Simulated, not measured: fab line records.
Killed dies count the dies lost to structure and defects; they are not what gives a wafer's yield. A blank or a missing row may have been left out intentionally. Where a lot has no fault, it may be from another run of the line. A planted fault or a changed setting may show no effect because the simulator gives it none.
Split-lot experiment / flow n5_finfet / 39 wafers read across 7 lots, on a route 1938 steps long

== SPLIT DETAILS ==
At N5_BEOL_M12_DEP_53 (deposits SiCN from 3MS/NH3, target thk 30 nm, time 10.5 s), the setting target_thk_a was moved away from the recipe's 300 angstrom on 9 of the 39 wafers read, by +19.1% to +53.2%. The other wafers ran this setting at the recipe's value.

Reading taken at the split's own step.

== THE READING ==
SiCN_of_BEOL_M12_DEP_53.thk_nm (the simulator's own value, which no gauge read), in nm, at N5_BEOL_M12_DEP_53 (deposits SiCN from 3MS/NH3, target thk 30 nm, time 10.5 s). The file does not state a usual value for it. Here, 30 wafers ran the recipe; their average is 30.0 nm with a standard deviation of 0.35 nm.

wafer=L077.1; tool, chamber at the split=pecvd-02, 2,1; target_thk_a as run, angstrom=403.1; against the recipe=+34.4%; SiCN_of_BEOL_M12_DEP_53.thk_nm, nm=40.2; against lot-mates on the recipe=+9.7
wafer=L077.2; tool, chamber at the split=pecvd-02, 2,1; target_thk_a as run, angstrom=403.1; against the recipe=+34.4%; SiCN_of_BEOL_M12_DEP_53.thk_nm, nm=40.2; against lot-mates on the recipe=+9.7
wafer=L077.3; tool, chamber at the split=pecvd-02, 0; target_thk_a as run, angstrom=300; against the recipe=recipe; SiCN_of_BEOL_M12_DEP_53.thk_nm, nm=30.2; against lot-mates on the recipe=-
wafer=L077.4; tool, chamber at the split=pecvd-02, 1; target_thk_a as run, angstrom=403.1; against the recipe=+34.4%; SiCN_of_BEOL_M12_DEP_53.thk_nm, nm=40.6; against lot-mates on the recipe=+10.1
wafer=L077.5; tool, chamber at the split=pecvd-02, 2,0; target_thk_a as run, angstrom=300; against the recipe=recipe; SiCN_of_BEOL_M12_DEP_53.thk_nm, nm=30.6; against lot-mates on the recipe=-
wafer=L077.6; tool, chamber at the split=pecvd-02, 2,0; target_thk_a as run, angstrom=300; against the recipe=recipe; SiCN_of_BEOL_M12_DEP_53.thk_nm, nm=30.6; against lot-mates on the recipe=-
wafer=L082.1; tool, chamber at the split=pecvd-02, 0; target_thk_a as run, angstrom=300; against the recipe=recipe; SiCN_of_BEOL_M12_DEP_53.thk_nm, nm=30; against lot-mates on the recipe=-
wafer=L082.2; tool, chamber at the split=pecvd-02, 1,2; target_thk_a as run, angstrom=300; against the recipe=recipe; SiCN_of_BEOL_M12_DEP_53.thk_nm, nm=29.8; against lot-mates on the recipe=-
wafer=L082.3; tool, chamber at the split=pecvd-02, 1,2; target_thk_a as run, angstrom=300; against the recipe=recipe; SiCN_of_BEOL_M12_DEP_53.thk_nm, nm=29.8; against lot-mates on the recipe=-
wafer=L082.4; tool, chamber at the split=pecvd-02, 1,0; target_thk_a as run, angstrom=300; against the recipe=recipe; SiCN_of_BEOL_M12_DEP_53.thk_nm, nm=30.4; against lot-mates on the recipe=-
wafer=L082.6; tool, chamber at the split=pecvd-02, 1,0; target_thk_a as run, angstrom=300; against the recipe=recipe; SiCN_of_BEOL_M12_DEP_53.thk_nm, nm=30.4; against lot-mates on the recipe=-
wafer=L082.5; tool, chamber at the split=pecvd-02, 2; target_thk_a as run, angstrom=300; against the recipe=recipe; SiCN_of_BEOL_M12_DEP_53.thk_nm, nm=30.6; against lot-mates on the recipe=-
wafer=L088.1; tool, chamber at the split=pecvd-03, 1; target_thk_a as run, angstrom=300; against the recipe=recipe; SiCN_of_BEOL_M12_DEP_53.thk_nm, nm=29.4; against lot-mates on the recipe=-
wafer=L088.2; tool, chamber at the split=pecvd-03, 2,0; target_thk_a as run, angstrom=357.4; against the recipe=+19.1%; SiCN_of_BEOL_M12_DEP_53.thk_nm, nm=35.4; against lot-mates on the recipe=+5.7
wafer=L088.6; tool, chamber at the split=pecvd-03, 2,0; target_thk_a as run, angstrom=357.4; against the recipe=+19.1%; SiCN_of_BEOL_M12_DEP_53.thk_nm, nm=35.4; against lot-mates on the recipe=+5.7
wafer=L088.3; tool, chamber at the split=pecvd-03, 0; target_thk_a as run, angstrom=357.4; against the recipe=+19.1%; SiCN_of_BEOL_M12_DEP_53.thk_nm, nm=35.2; against lot-mates on the recipe=+5.5
wafer=L088.4; tool, chamber at the split=pecvd-03, 2; target_thk_a as run, angstrom=300; against the recipe=recipe; SiCN_of_BEOL_M12_DEP_53.thk_nm, nm=29.6; against lot-mates on the recipe=-
wafer=L088.5; tool, chamber at the split=pecvd-03, 1; target_thk_a as run, angstrom=300; against the recipe=recipe; SiCN_of_BEOL_M12_DEP_53.thk_nm, nm=30.2; against lot-mates on the recipe=-
wafer=L087.1; tool, chamber at the split=pecvd-02, 1; target_thk_a as run, angstrom=300; against the recipe=recipe; SiCN_of_BEOL_M12_DEP_53.thk_nm, nm=29.6; against lot-mates on the recipe=-
wafer=L087.2; tool, chamber at the split=pecvd-02, 2,0,1,2; target_thk_a as run, angstrom=300; against the recipe=recipe; SiCN_of_BEOL_M12_DEP_53.thk_nm, nm=29.8; against lot-mates on the recipe=-
wafer=L087.3; tool, chamber at the split=pecvd-02, 2,0,1,2; target_thk_a as run, angstrom=300; against the recipe=recipe; SiCN_of_BEOL_M12_DEP_53.thk_nm, nm=29.8; against lot-mates on the recipe=-
wafer=L087.5; tool, chamber at the split=pecvd-02, 2,0,1,2; target_thk_a as run, angstrom=300; against the recipe=recipe; SiCN_of_BEOL_M12_DEP_53.thk_nm, nm=29.8; against lot-mates on the recipe=-
wafer=L087.6; tool, chamber at the split=pecvd-02, 2,0,1,2; target_thk_a as run, angstrom=300; against the recipe=recipe; SiCN_of_BEOL_M12_DEP_53.thk_nm, nm=29.8; against lot-mates on the recipe=-
wafer=L087.4; tool, chamber at the split=pecvd-02, 0; target_thk_a as run, angstrom=300; against the recipe=recipe; SiCN_of_BEOL_M12_DEP_53.thk_nm, nm=30; against lot-mates on the recipe=-
wafer=L089.1; tool, chamber at the split=pecvd-03, 2; target_thk_a as run, angstrom=300; against the recipe=recipe; SiCN_of_BEOL_M12_DEP_53.thk_nm, nm=29.6; against lot-mates on the recipe=-
wafer=L089.2; tool, chamber at the split=pecvd-03, 1; target_thk_a as run, angstrom=300; against the recipe=recipe; SiCN_of_BEOL_M12_DEP_53.thk_nm, nm=30; against lot-mates on the recipe=-
wafer=L089.4; tool, chamber at the split=pecvd-03, 1; target_thk_a as run, angstrom=300; against the recipe=recipe; SiCN_of_BEOL_M12_DEP_53.thk_nm, nm=30.4; against lot-mates on the recipe=-
wafer=L090.1; tool, chamber at the split=pecvd-01, 0; target_thk_a as run, angstrom=459.6; against the recipe=+53.2%; SiCN_of_BEOL_M12_DEP_53.thk_nm, nm=45.6; against lot-mates on the recipe=+15.5
wafer=L090.2; tool, chamber at the split=pecvd-01, 1,2; target_thk_a as run, angstrom=459.6; against the recipe=+53.2%; SiCN_of_BEOL_M12_DEP_53.thk_nm, nm=45.4; against lot-mates on the recipe=+15.3
wafer=L090.3; tool, chamber at the split=pecvd-01, 1,2; target_thk_a as run, angstrom=459.6; against the recipe=+53.2%; SiCN_of_BEOL_M12_DEP_53.thk_nm, nm=45.4; against lot-mates on the recipe=+15.3
wafer=L090.4; tool, chamber at the split=pecvd-01, 1,0; target_thk_a as run, angstrom=300; against the recipe=recipe; SiCN_of_BEOL_M12_DEP_53.thk_nm, nm=30; against lot-mates on the recipe=-
wafer=L090.6; tool, chamber at the split=pecvd-01, 1,0; target_thk_a as run, angstrom=300; against the recipe=recipe; SiCN_of_BEOL_M12_DEP_53.thk_nm, nm=30; against lot-mates on the recipe=-
wafer=L090.5; tool, chamber at the split=pecvd-01, 2; target_thk_a as run, angstrom=300; against the recipe=recipe; SiCN_of_BEOL_M12_DEP_53.thk_nm, nm=30.4; against lot-mates on the recipe=-
wafer=L092.1; tool, chamber at the split=pecvd-02, 0,2; target_thk_a as run, angstrom=300; against the recipe=recipe; SiCN_of_BEOL_M12_DEP_53.thk_nm, nm=29.6; against lot-mates on the recipe=-
wafer=L092.2; tool, chamber at the split=pecvd-02, 0,2; target_thk_a as run, angstrom=300; against the recipe=recipe; SiCN_of_BEOL_M12_DEP_53.thk_nm, nm=29.6; against lot-mates on the recipe=-
wafer=L092.3; tool, chamber at the split=pecvd-02, 1; target_thk_a as run, angstrom=300; against the recipe=recipe; SiCN_of_BEOL_M12_DEP_53.thk_nm, nm=29.4; against lot-mates on the recipe=-
wafer=L092.4; tool, chamber at the split=pecvd-02, 2,1; target_thk_a as run, angstrom=300; against the recipe=recipe; SiCN_of_BEOL_M12_DEP_53.thk_nm, nm=30.2; against lot-mates on the recipe=-
wafer=L092.5; tool, chamber at the split=pecvd-02, 2,1; target_thk_a as run, angstrom=300; against the recipe=recipe; SiCN_of_BEOL_M12_DEP_53.thk_nm, nm=30.2; against lot-mates on the recipe=-
wafer=L092.6; tool, chamber at the split=pecvd-02, 0; target_thk_a as run, angstrom=300; against the recipe=recipe; SiCN_of_BEOL_M12_DEP_53.thk_nm, nm=30; against lot-mates on the recipe=-
When a row names more than one chamber, that row covers several wafers, and the file does not tell which wafer ran in which chamber.

FIT RESULTS
A straight line over all 39 wafers: SiCN_of_BEOL_M12_DEP_53.thk_nm changes by +0.293 nm for each +1% of target_thk_a; r = +1.00; the points scatter about the line by 0.34 nm.
The same after taking each lot's own level away (the mean of its wafers on the recipe; 39 wafers): +0.288 nm for each +1%; r = +1.00; scatter 0.25 nm.
That fit puts the effect of the largest move of target_thk_a on the reading at 15 nm.
The lots' own levels span 29.73 to 30.47 nm, that is 2.1 times the standard deviation above.
So the lot-to-lot level changes the slope little: the two slopes agree.
Check: for one of the wafers moved furthest among these (+53.2%), held out of the fit, the line's prediction against its lot-mates is +15.3 nm. It came out at +15.5 nm against them.

== FURTHER SPLITS ON THESE WAFERS ==
Note: prior to the reading, these wafers also went through further splits. Each is held against what the fit with the lots' levels taken away leaves over:
other split on the same wafers=N5_BEOL_M12_ILD_DEP_00 target_thk_a; wafers away from the commonest value=12; r with SiCN_of_BEOL_M12_DEP_53.thk_nm (lot level and that fit taken away)=+0.01

== FILE'S OWN FIT ==
SiCN_of_BEOL_M12_DEP_53.thk_nm changes by +0.288 nm for each +1% of target_thk_a, r = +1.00.
